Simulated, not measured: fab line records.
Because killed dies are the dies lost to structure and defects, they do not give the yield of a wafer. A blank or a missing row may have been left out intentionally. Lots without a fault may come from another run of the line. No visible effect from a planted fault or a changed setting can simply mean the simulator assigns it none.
A lot that was struck, set against a sound lot -- flow nand harc -- 14 steps out of a route of 1302
Sound: these wafers, L882.3, L882.5, L882.6. Wafers struck: L884.2, L884.4, L884.6. The cause is named last.
Per side, at each step with rows, come the tool, then ch with its chambers, and then its first start. Under that, the readings that differ: sound wafers -- struck wafers -- difference of the means -- sigmas: that difference in standard deviations of wafers without a fault.
alike: same words and numbers on both sides, and readings whose means sit less than 2 such deviations apart. not compared: any withheld reading, any reading some wafer has no value for, any bound like >300 that may hide the same value, and any number with overlapping values for which the record gives no deviation.
Wherever a step has rows on one side only, a row that says differs or no value, or a row with sigmas, the two part there. Numbers that have no deviation but don't overlap get no sigmas and don't part them. Lack of a reading on every wafer of one side parts them only where that side has two or more wafers.

first, 6 steps without rows for these wafers: NHARC_A_STAIRCASE_SOFTBAKE_284 (time 170 s); NHARC_A_STAIRCASE_EBR_285; NHARC_A_STAIRCASE_EXPOSE_286 (exposes mask CHOP 100); NHARC_A_STAIRCASE_PEB_287 (peb time 130 s); NHARC_A_STAIRCASE_DEVELOP_288 (time 140 s); NHARC_A_STAIRCASE_HARDBAKE_290 (time 140 s).
NHARC_A_STAIRCASE_DESCUM_291: chemistry O2, time 3 s.
  sound on rie diel-04 ch 0,1,3, day 17 19:05; struck on rie diel-08 ch 0,1,3, day 18 19:58
  alike: drypump motor current A, oes product au, rf vpp V, showerhead plenum p Torr, throttle valve pct
  not compared: rf hours counter h
NHARC_A_STAIRCASE_ETCH_292: etches the open film in CF4/CHF3.
  sound on rie diel-04 ch 0,1, day 17 19:10; struck on rie diel-08 ch 0,2, day 18 20:03
reading,sound,struck,difference,sigmas
oes product au (a.u.),0.983 0.965 0.982,0.928 0.927 0.940,-0.045,-2
  alike: bias w, cf4 flow sccm, drypump motor current A, rf fwd power W, rf vpp V, showerhead plenum p Torr, throttle valve pct
  not compared: rf hours counter h
NHARC_A_STAIRCASE_HM_OPEN_460: chemistry O2/COS.
  sound on rie diel-04 ch 0,3; struck on rie diel-08 ch 1,3
  alike: drypump motor current A, oes product au, rf fwd power W, rf vpp V, showerhead plenum p Torr, throttle valve pct
  not compared: rf hours counter h
then, 1 step without rows for these wafers: NHARC_A_STAIRCASE_STRIP_461 (strips in O2/COS).
NHARC_A_STAIRCASE_ETCH_452: etches the open film in CF4/O2, target depth 30 nm, overetch 3 nm, time 16.5 s.
  sound on rie diel-04 ch 1,2,3; struck on rie diel-08 ch 1,2,3
  alike: bias w, cf4 flow sccm, drypump motor current A, oes_ar_750_au, oes product au, rf fwd power W, rf vpp V, showerhead plenum p Torr, throttle valve pct
  not compared: rf hours counter h
NHARC_A_STAIRCASE_ETCH_294: etches the open film in C4F8/O2/Ar, target depth 4989 nm, time 1211.6 s.
  sound on rie diel-04 ch 0,1,3, day 17 19:50; struck on rie diel-08 ch 0,1, day 18 20:34
  no value came back on the struck wafers for any of 5 readings (bias w (W), chamber pressure mTorr (mTorr) and others); on the sound wafers bias w (W) reads 2998 2984 3007
  not compared: rf hours counter h
NHARC_A_STAIRCASE_STRIP_295: strips in O2.
  sound on rie diel-04 ch 0,3; struck on rie diel-08 ch 0,3
  alike: drypump motor current A, oes product au, rf vpp V, showerhead plenum p Torr, throttle valve pct
  not compared: rf hours counter h
-- jump in the record: it breaks off in module A_STAIRCASE and resumes in module END (first step shown: number 1302 of the route), and 8 days separate the struck wafers' starts before and after --
NHARC_END_SORT_01:
  the record has rows for the struck wafers here (prober-02 ch 0, day 26 10:48) and none for the sound ones

== WHERE THEY PART ==
First at NHARC_A_STAIRCASE_ETCH_292; last, within this record, at NHARC_END_SORT_01.

WHY: what had been put in by the simulator
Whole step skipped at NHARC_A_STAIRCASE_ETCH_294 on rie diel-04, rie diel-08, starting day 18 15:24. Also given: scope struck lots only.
